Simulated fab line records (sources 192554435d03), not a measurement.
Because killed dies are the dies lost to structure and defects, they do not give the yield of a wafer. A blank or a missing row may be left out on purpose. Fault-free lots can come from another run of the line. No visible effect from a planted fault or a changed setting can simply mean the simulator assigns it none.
What tool caused it? | flow n5Finfet | 20 lots, 60 wafers sampled, at 6 steps of a route of 1938

WHAT THE GAUGES READ, wafer by wafer
No reading from a measuring or inspecting step in the record can be judged against a usual standard deviation.

WHICH TOOL RAN EACH LOT (tool, then ch and the chambers of the sampled wafers, then the start)
lot  | N5_FIN_SAQP_HM_DEP_72          | N5_FIN_SAQP_SPACER2_ALD_28      | N5_FIN_SAQP_HM_OPEN_33           | N5_FIN_SAQP_ETCH_34              | N5_FIN_SAQP_FIN_ETCH_36        | N5_FIN_CUT_CUT_ETCH_28
L075 | pecvd-03 ch 0,1, day 2 03:55   | aldSin-02 ch 0,2,3, day 2 08:07 | rieDiel-03 ch 0,1,3, day 2 08:41 | rieDiel-03 ch 0,1,3, day 2 08:45 | rieSi-02 ch 1,2, day 2 08:58   | rieSi-06 ch 2,3, day 2 10:20
L076 | pecvd-01 ch 0,1, day 2 10:04   | aldSin-02 ch 0,2, day 2 13:46   | rieDiel-06 ch 2,3, day 2 14:22   | rieDiel-06 ch 2,3, day 2 14:26   | rieSi-02 ch 1,2, day 2 14:39   | rieSi-06 ch 0,1,3, day 2 16:05
L077 | pecvd-01 ch 0,2, day 2 16:02   | aldSin-04 ch 0,3, day 2 20:13   | rieDiel-06 ch 0,1,3, day 2 20:47 | rieDiel-06 ch 0,1,3, day 2 20:52 | rieSi-05 ch 0,1,3, day 2 21:05 | rieSi-06 ch 0,1,3, day 2 22:28
L078 | pecvd-01 ch 0,2, day 2 21:55   | aldSin-04 ch 1,2,3, day 3 04:08 | rieDiel-03 ch 1,3, day 3 04:42   | rieDiel-03 ch 1,3, day 3 04:46   | rieSi-02 ch 0,2,3, day 3 04:59 | rieSi-06 ch 0,2,3, day 3 06:28
L080 | pecvd-02 ch 0,1,2, day 3 09:05 | aldSin-01 ch 0,1,2, day 3 13:05 | rieDiel-01 ch 0,1,2, day 3 13:51 | rieDiel-01 ch 0,1,2, day 3 13:55 | rieSi-05 ch 0,1,2, day 3 14:08 | rieSi-01 ch 1,2,3, day 3 15:38
L081 | pecvd-03 ch 0,1, day 3 15:46   | aldSin-01 ch 1,2, day 3 23:34   | rieDiel-03 ch 2,3, day 4 00:08   | rieDiel-03 ch 2,3, day 4 00:12   | rieSi-04 ch 0,1, day 4 00:25   | rieSi-03 ch 0,1,2, day 4 01:47
L083 | pecvd-01 ch 0,1, day 4 03:56   | aldSin-01 ch 0,1,3, day 4 08:00 | rieDiel-01 ch 0,2, day 4 08:38   | rieDiel-01 ch 0,2, day 4 08:42   | rieSi-05 ch 0,3, day 4 08:55   | rieSi-06 ch 0,1, day 4 10:24
L084 | pecvd-02 ch 0,1, day 4 11:01   | aldSin-04 ch 0,2,3, day 4 14:58 | rieDiel-06 ch 2,3, day 4 15:32   | rieDiel-06 ch 2,3, day 4 15:36   | rieSi-02 ch 1,2,3, day 4 15:49 | rieSi-06 ch 0,3, day 4 17:11
L085 | pecvd-02 ch 0,1, day 4 16:12   | aldSin-04 ch 0,2,3, day 4 19:58 | rieDiel-06 ch 0,1, day 4 20:32   | rieDiel-06 ch 0,1, day 4 20:37   | rieSi-02 ch 0,3, day 4 20:50   | rieSi-03 ch 0,3, day 4 22:19
L086 | pecvd-01 ch 0,1,2, day 4 22:06 | aldSin-04 ch 0,1,2, day 5 03:50 | rieDiel-01 ch 1,2,3, day 5 04:25 | rieDiel-01 ch 1,2,3, day 5 04:29 | rieSi-04 ch 0,3, day 5 04:43   | rieSi-06 ch 1,3, day 5 06:14
L087 | pecvd-02 ch 0,1,2, day 5 04:25 | aldSin-04 ch 0,1,3, day 5 08:47 | rieDiel-06 ch 0,1,3, day 5 09:32 | rieDiel-06 ch 0,1,3, day 5 09:36 | rieSi-05 ch 0,2, day 5 09:49   | rieSi-03 ch 1,2,3, day 5 11:18
L088 | pecvd-02 ch 0,1, day 5 10:32   | aldSin-01 ch 0,2, day 5 14:23   | rieDiel-06 ch 0,2, day 5 14:59   | rieDiel-06 ch 0,2, day 5 15:03   | rieSi-04 ch 0,2,3, day 5 15:16 | rieSi-01 ch 1,2, day 5 16:46
L089 | pecvd-02 ch 0,1,2, day 5 15:55 | aldSin-04 ch 0,1,2, day 5 20:32 | rieDiel-06 ch 1,2,3, day 5 21:12 | rieDiel-06 ch 1,2,3, day 5 21:16 | rieSi-05 ch 1,2,3, day 5 21:29 | rieSi-01 ch 0,2,3, day 5 22:59
L090 | pecvd-02 ch 0,1,2, day 5 22:45 | aldSin-01 ch 0,1, day 6 04:16   | rieDiel-03 ch 2,3, day 6 04:50   | rieDiel-03 ch 2,3, day 6 04:54   | rieSi-04 ch 0,1, day 6 05:07   | rieSi-03 ch 0,2,3, day 6 06:48
L091 | pecvd-01 ch 0,1,2, day 6 04:55 | aldSin-01 ch 0,1, day 6 08:52   | rieDiel-03 ch 1,2,3, day 6 09:33 | rieDiel-03 ch 1,2,3, day 6 09:37 | rieSi-02 ch 0,1,2, day 6 09:50 | rieSi-06 ch 1,2,3, day 6 11:12
L092 | pecvd-02 ch 0,1,2, day 6 08:52 | aldSin-01 ch 0,3, day 6 14:01   | rieDiel-03 ch 1,3, day 6 15:05   | rieDiel-03 ch 1,3, day 6 15:10   | rieSi-04 ch 0,2, day 6 15:22   | rieSi-01 ch 0,1,3, day 6 16:47
L093 | pecvd-03 ch 0,1, day 6 15:40   | aldSin-02 ch 0,1,2, day 6 19:20 | rieDiel-01 ch 0,2,3, day 6 19:55 | rieDiel-01 ch 0,2,3, day 6 19:59 | rieSi-05 ch 0,1,3, day 6 20:11 | rieSi-01 ch 0,1, day 6 21:34
L095 | pecvd-03 ch 1,2, day 7 03:48   | aldSin-01 ch 0,1,2, day 7 08:07 | rieDiel-01 ch 0,1,3, day 7 08:44 | rieDiel-01 ch 0,1,3, day 7 08:49 | rieSi-02 ch 0,1,3, day 7 09:01 | rieSi-03 ch 0,2,3, day 7 10:23
L096 | pecvd-03 ch 0,2, day 7 09:32   | aldSin-02 ch 0,2,3, day 7 13:13 | rieDiel-01 ch 0,1,2, day 7 13:47 | rieDiel-01 ch 0,1,2, day 7 13:51 | rieSi-02 ch 1,2,3, day 7 14:04 | rieSi-06 ch 0,2,3, day 7 15:26
L097 | pecvd-03 ch 0,2, day 7 15:10   | aldSin-01 ch 0,1,3, day 7 20:16 | rieDiel-06 ch 0,2,3, day 7 20:55 | rieDiel-06 ch 0,2,3, day 7 20:59 | rieSi-05 ch 1,3, day 7 21:13   | rieSi-03 ch 0,2,3, day 7 22:34
- N5_FIN_SAQP_HM_DEP_72: deposits SiO2 from SiH4/N2O, target thk 12 nm, time 7.2 s.
- N5_FIN_SAQP_SPACER2_ALD_28: deposits SiO2, target thk 8.1 nm, pulse time 1 s, purge time 2 s.
- N5_FIN_SAQP_HM_OPEN_33: chemistry CH3F/O2, target SiNx, target depth 49.4 nm, time 70.6 s.
- N5_FIN_SAQP_ETCH_34: etches SiO2 in C4F6/O2, target depth 45 nm, time 15 s.
- N5_FIN_SAQP_FIN_ETCH_36: etches the open film in HBr/Cl2/O2, target depth 120 nm, time 50.4 s.
- N5_FIN_CUT_CUT_ETCH_28: etches Si in HBr/Cl2/O2, target depth 6 nm, time 2.4 s.

AS READ BY THE TOOLS THEMSELVES (means over the sampled wafers that have a number; for cases with no such wafer, the mark the record gives instead)
N5_FIN_SAQP_HM_DEP_72. Usual: heaterPowerW 774 W, standard deviation 91; showerheadPlenumPTorr 8.14 Torr, standard deviation 0.19.
lot  | tool     | heaterPowerW (W) | showerheadPlenumPTorr (Torr) | flag
L075 | pecvd-03 | 845              | 8.02                         | 
L076 | pecvd-01 | 686              | 7.96                         | 
L077 | pecvd-01 | 728              | 7.99                         | 
L078 | pecvd-01 | 699              | 7.90                         | 
L080 | pecvd-02 | 764              | 8.33                         | 
L081 | pecvd-03 | 804              | 8.05                         | 
L083 | pecvd-01 | 702              | 7.89                         | 
L084 | pecvd-02 | 744              | 8.23                         | 
L085 | pecvd-02 | 813              | 8.24                         | 
L086 | pecvd-01 | 678              | 7.99                         | 
L087 | pecvd-02 | 762              | 8.34                         | 
L088 | pecvd-02 | 796              | 8.23                         | 
L089 | pecvd-02 | 746              | 8.33                         | 
L090 | pecvd-02 | 746              | 8.31                         | 
L091 | pecvd-01 | 701              | 7.99                         | 
L092 | pecvd-02 | 835              | 8.33                         | 
L093 | pecvd-03 | 822              | 8.05                         | 
L095 | pecvd-03 | 878              | 8.12                         | 
L096 | pecvd-03 | 958              | 8.04                         | 
L097 | pecvd-03 | 944              | 8.09                         | 

N5_FIN_SAQP_SPACER2_ALD_28. Usual: heaterPowerW 465 W, standard deviation 55; precursorPulseHeightRel 1.002, standard deviation 0.019.
lot  | tool      | heaterPowerW (W) | precursorPulseHeightRel | flag
L075 | aldSin-02 | 463              | 1.007                   | 
L076 | aldSin-02 | 492              | 0.993                   | 
L077 | aldSin-04 | 462              | 1.005                   | 
L078 | aldSin-04 | 460              | 1.007                   | 
L080 | aldSin-01 | 447              | 0.996                   | 
L081 | aldSin-01 | 490              | 0.995                   | 
L083 | aldSin-01 | 443              | 0.996                   | 
L084 | aldSin-04 | 437              | 0.993                   | 
L085 | aldSin-04 | 445              | 0.995                   | 
L086 | aldSin-04 | 442              | 0.985                   | 
L087 | aldSin-04 | 468              | 1.007                   | 
L088 | aldSin-01 | 484              | 1.016                   | 
L089 | aldSin-04 | 444              | 1.028                   | 
L090 | aldSin-01 | 402              | 1.019                   | 
L091 | aldSin-01 | 394              | 1.017                   | 
L092 | aldSin-01 | 452              | 1.010                   | 
L093 | aldSin-02 | 515              | 0.992                   | 
L095 | aldSin-01 | 442              | 1.007                   | 
L096 | aldSin-02 | 467              | 0.994                   | 
L097 | aldSin-01 | 431              | 1.004                   | 

N5_FIN_SAQP_HM_OPEN_33. Usual: biasW 72.99 W, standard deviation 0.21; drypumpMotorCurrentA 5.7 A, standard deviation 0.47; etchRfOnTimeS 69.5 s, standard deviation 1.4; oes_ar_750_au 0.79 a.u., standard deviation 0.09; oes_f_703_au 0.80 a.u., standard deviation 0.088; oesProductAu 0.67 a.u., standard deviation 0.079; rfVppV 296 V, standard deviation 4.7; showerheadPlenumPTorr 2.03 Torr, standard deviation 0.057; throttleValvePct 16.42 %, standard deviation 0.23.
lot  | tool       | biasW (W) | drypumpMotorCurrentA (A) | etchRfOnTimeS (s) | oes_ar_750_au (a.u.) | oes_f_703_au (a.u.) | oesProductAu (a.u.) | rfVppV (V) | showerheadPlenumPTorr (Torr) | throttleValvePct (%) | flag
L075 | rieDiel-03 | 73.16     | 5.9                      | 69.2              | 0.72                 | 0.72                | 0.60                | 295        | 2.00                         | 16.55                | 
L076 | rieDiel-06 | 72.72     | 5.6                      | 68.8              | 0.78                 | 0.80                | 0.66                | 295        | 2.02                         | 16.57                | 
L077 | rieDiel-06 | 72.99     | 5.6                      | 69.8              | 0.78                 | 0.79                | 0.66                | 296        | 2.00                         | 16.47                | 
L078 | rieDiel-03 | 72.76     | 5.9                      | 68.5              | 0.73                 | 0.75                | 0.61                | 291        | 1.97                         | 16.39                | 
L080 | rieDiel-01 | 73.11     | 6.1                      | 69.8              | 0.80                 | 0.81                | 0.67                | 293        | 2.03                         | 16.34                | 
L081 | rieDiel-03 | 72.77     | 5.6                      | 69.0              | 0.73                 | 0.74                | 0.62                | 292        | 1.99                         | 16.41                | 
L083 | rieDiel-01 | 73.02     | 5.8                      | 69.2              | 0.74                 | 0.76                | 0.61                | 290        | 2.01                         | 16.58                | 
L084 | rieDiel-06 | 72.94     | 5.7                      | 68.3              | 0.77                 | 0.78                | 0.65                | 296        | 2.02                         | 16.60                | 
L085 | rieDiel-06 | 72.99     | 5.7                      | 69.1              | 0.92                 | 0.92                | 0.79                | 301        | 2.14                         | 16.16                | 
L086 | rieDiel-01 | 72.88     | 5.7                      | 68.9              | 0.79                 | 0.80                | 0.67                | 294        | 2.00                         | 16.33                | 
L087 | rieDiel-06 | 73.11     | 5.6                      | 69.7              | 0.85                 | 0.86                | 0.72                | 299        | 2.08                         | 16.36                | 
L088 | rieDiel-06 | 73.11     | 5.5                      | 70.0              | 0.75                 | 0.75                | 0.63                | 300        | 2.08                         | 16.53                | 
L089 | rieDiel-06 | 73.09     | 5.7                      | 69.6              | 0.81                 | 0.82                | 0.69                | 297        | 2.07                         | 16.44                | 
L090 | rieDiel-03 | 73.22     | 5.5                      | 70.5              | 0.88                 | 0.89                | 0.75                | 293        | 2.02                         | 16.26                | 
L091 | rieDiel-03 | 73.09     | 5.7                      | 69.8              | 0.87                 | 0.88                | 0.73                | 293        | 1.99                         | 16.28                | 
L092 | rieDiel-03 | 72.83     | 5.9                      | 68.7              | 0.85                 | 0.87                | 0.71                | 293        | 1.97                         | 16.31                | 
L093 | rieDiel-01 | 72.71     | 5.8                      | 70.9              | 0.72                 | 0.73                | 0.60                | 291        | 2.00                         | 16.57                | 
L095 | rieDiel-01 | 73.02     | 6.2                      | 69.2              | 0.76                 | 0.77                | 0.65                | 295        | 2.02                         | 16.38                | 
L096 | rieDiel-01 | 72.98     | 6.1                      | 69.6              | 0.77                 | 0.78                | 0.65                | 293        | 2.02                         | 16.41                | 
L097 | rieDiel-06 | 73.23     | 5.5                      | 68.5              | 0.75                 | 0.76                | 0.64                | 299        | 2.05                         | 16.57                | 

N5_FIN_SAQP_ETCH_34. Usual: biasW 185.0 W, standard deviation 0.5; drypumpMotorCurrentA 5.8 A, standard deviation 0.47; etchRfOnTimeS 14.99 s, standard deviation 0.26; oes_ar_750_au 0.79 a.u., standard deviation 0.088; oes_f_703_au 0.79 a.u., standard deviation 0.086; oesProductAu 0.67 a.u., standard deviation 0.078; rfVppV 661 V, standard deviation 11; showerheadPlenumPTorr 2.89 Torr, standard deviation 0.079; throttleValvePct 21.15 %, standard deviation 0.22.
lot  | tool       | biasW (W) | drypumpMotorCurrentA (A) | etchRfOnTimeS (s) | oes_ar_750_au (a.u.) | oes_f_703_au (a.u.) | oesProductAu (a.u.) | rfVppV (V) | showerheadPlenumPTorr (Torr) | throttleValvePct (%) | flag
L075 | rieDiel-03 | 185.0     | 5.8                      | 14.86             | 0.71                 | 0.71                | 0.60                | 659        | 2.85                         | 21.27                | 
L076 | rieDiel-06 | 185.4     | 5.6                      | 14.74             | 0.78                 | 0.80                | 0.66                | 659        | 2.88                         | 21.32                | 
L077 | rieDiel-06 | 184.8     | 5.6                      | 14.89             | 0.78                 | 0.78                | 0.66                | 665        | 2.86                         | 21.22                | 
L078 | rieDiel-03 | 184.5     | 5.8                      | 14.84             | 0.73                 | 0.74                | 0.61                | 651        | 2.81                         | 21.08                | 
L080 | rieDiel-01 | 185.0     | 6.1                      | 15.20             | 0.80                 | 0.81                | 0.67                | 656        | 2.89                         | 21.05                | 
L081 | rieDiel-03 | 185.2     | 5.6                      | 14.97             | 0.72                 | 0.74                | 0.61                | 653        | 2.84                         | 21.09                | 
L083 | rieDiel-01 | 184.8     | 5.8                      | 15.15             | 0.74                 | 0.75                | 0.61                | 648        | 2.86                         | 21.26                | 
L084 | rieDiel-06 | 185.7     | 5.6                      | 14.83             | 0.77                 | 0.77                | 0.65                | 659        | 2.87                         | 21.34                | 
L085 | rieDiel-06 | 185.0     | 5.8                      | 14.82             | 0.92                 | 0.92                | 0.79                | 674        | 3.03                         | 20.97                | 
L086 | rieDiel-01 | 184.9     | 5.7                      | 14.95             | 0.79                 | 0.79                | 0.67                | 659        | 2.85                         | 21.04                | 
L087 | rieDiel-06 | 185.1     | 5.6                      | 14.88             | 0.85                 | 0.85                | 0.73                | 667        | 2.96                         | 21.13                | 
L088 | rieDiel-06 | 185.2     | 5.4                      | 14.98             | 0.74                 | 0.74                | 0.64                | 674        | 2.96                         | 21.29                | 
L089 | rieDiel-06 | 185.5     | 5.8                      | 14.94             | 0.81                 | 0.82                | 0.69                | 665        | 2.94                         | 21.20                | 
L090 | rieDiel-03 | 185.0     | 5.4                      | 15.16             | 0.89                 | 0.89                | 0.75                | 655        | 2.87                         | 21.02                | 
L091 | rieDiel-03 | 185.1     | 5.7                      | 15.12             | 0.87                 | 0.87                | 0.72                | 654        | 2.84                         | 21.07                | 
L092 | rieDiel-03 | 185.0     | 5.9                      | 15.18             | 0.85                 | 0.86                | 0.71                | 652        | 2.81                         | 21.09                | 
L093 | rieDiel-01 | 184.8     | 5.8                      | 15.09             | 0.71                 | 0.73                | 0.60                | 653        | 2.85                         | 21.25                | 
L095 | rieDiel-01 | 184.8     | 6.2                      | 15.14             | 0.77                 | 0.77                | 0.65                | 660        | 2.88                         | 21.07                | 
L096 | rieDiel-01 | 184.9     | 6.1                      | 15.08             | 0.77                 | 0.78                | 0.65                | 656        | 2.87                         | 21.10                | 
L097 | rieDiel-06 | 185.2     | 5.4                      | 14.98             | 0.75                 | 0.75                | 0.64                | 668        | 2.91                         | 21.32                | 

N5_FIN_SAQP_FIN_ETCH_36. Usual: biasW 102.0 W, standard deviation 0.33; drypumpMotorCurrentA 5.5 A, standard deviation 0.6; oesProductAu 1.006 a.u., standard deviation 0.017; throttleValvePct 36.1 %, standard deviation 0.33.
lot  | tool     | biasW (W) | drypumpMotorCurrentA (A) | oesProductAu (a.u.) | throttleValvePct (%) | flag
L075 | rieSi-02 | 102.0     | 5.5                      | 1.027               | 36.1                 | 
L076 | rieSi-02 | 102.1     | 5.5                      | 1.019               | 36.1                 | 
L077 | rieSi-05 | 102.0     | 5.1                      | 1.007               | 36.3                 | 
L078 | rieSi-02 | 101.5     | 5.8                      | 1.013               | 36.3                 | 
L080 | rieSi-05 | 102.1     | 5.3                      | 0.996               | 36.0                 | 
L081 | rieSi-04 | 102.2     | 6.1                      | 0.996               | 35.9                 | 
L083 | rieSi-05 | 102.0     | 5.1                      | 1.008               | 36.0                 | 
L084 | rieSi-02 | 102.0     | 5.8                      | 1.023               | 36.1                 | 
L085 | rieSi-02 | 101.7     | 5.6                      | 1.006               | 36.5                 | 
L086 | rieSi-04 | 101.8     | 5.9                      | 0.987               | 36.0                 | 
L087 | rieSi-05 | 102.0     | 5.4                      | 0.995               | 35.8                 | 
L088 | rieSi-04 | 101.9     | 5.8                      | 0.986               | 36.0                 | 
L089 | rieSi-05 | 101.7     | 5.6                      | 1.013               | 36.2                 | 
L090 | rieSi-04 | 102.2     | 5.7                      | 1.000               | 35.9                 | 
L091 | rieSi-02 | 101.9     | 5.5                      | 1.007               | 36.3                 | 
L092 | rieSi-04 | 101.9     | 6.2                      | 0.988               | 35.8                 | 
L093 | rieSi-05 | 102.0     | 5.2                      | 1.010               | 36.3                 | 
L095 | rieSi-02 | 101.9     | 5.3                      | 1.002               | 36.4                 | 
L096 | rieSi-02 | 102.1     | 5.8                      | 1.022               | 36.2                 | 
L097 | rieSi-05 | 101.7     | 5.4                      | 1.004               | 36.4                 | 

N5_FIN_CUT_CUT_ETCH_28. Usual: drypumpMotorCurrentA 5.5 A, standard deviation 0.48; oesProductAu 0.994 a.u., standard deviation 0.015; throttleValvePct 37.4 %, standard deviation 0.32.
lot  | tool     | drypumpMotorCurrentA (A) | oesProductAu (a.u.) | throttleValvePct (%) | flag
L075 | rieSi-06 | 6.2                      | 0.991               | 37.1                 | 
L076 | rieSi-06 | 5.2                      | 0.990               | 37.6                 | 
L077 | rieSi-06 | 5.2                      | 0.982               | 37.6                 | 
L078 | rieSi-06 | 5.8                      | 0.989               | 37.3                 | 
L080 | rieSi-01 | 5.8                      | 0.990               | 37.5                 | 
L081 | rieSi-03 | 5.4                      | 1.001               | 37.3                 | 
L083 | rieSi-06 | 5.2                      | 0.998               | 37.5                 | 
L084 | rieSi-06 | 5.5                      | 0.982               | 37.6                 | 
L085 | rieSi-03 | 5.4                      | 0.991               | 37.2                 | 
L086 | rieSi-06 | 5.3                      | 0.980               | 37.8                 | 
L087 | rieSi-03 | 5.7                      | 1.000               | 37.2                 | 
L088 | rieSi-01 | 5.7                      | 0.979               | 37.5                 | 
L089 | rieSi-01 | 5.6                      | 1.003               | 37.5                 | 
L090 | rieSi-03 | 5.5                      | 1.006               | 37.1                 | 
L091 | rieSi-06 | 5.6                      | 0.986               | 37.5                 | 
L092 | rieSi-01 | 5.5                      | 0.997               | 37.4                 | 
L093 | rieSi-01 | 5.2                      | 0.991               | 37.4                 | 
L095 | rieSi-03 | 5.4                      | 1.003               | 37.1                 | 
L096 | rieSi-06 | 5.8                      | 0.984               | 37.3                 | 
L097 | rieSi-03 | 5.5                      | 1.011               | 37.1                 | 

THE ANSWER, worked out from the rows above alone
Rule: a lot counts as off when the mean over its wafers that have a number is more than 3 standard deviations away from the usual mean. A lot without any number at a reading at which 4 lots or more have one is off too. Where the step has rows for the other lots, those lots are counted as sound. The gauges are gone through in route order, then the tools' own readings, and for those a lot's mean is taken as printed above. At the first step where some lot is off, the reading lying furthest off is the one used; lots without a number count as furthest.
Nothing can be told from this: no lot is off at any reading shown.

WHAT WAS PUT IN BY THE SIMULATOR
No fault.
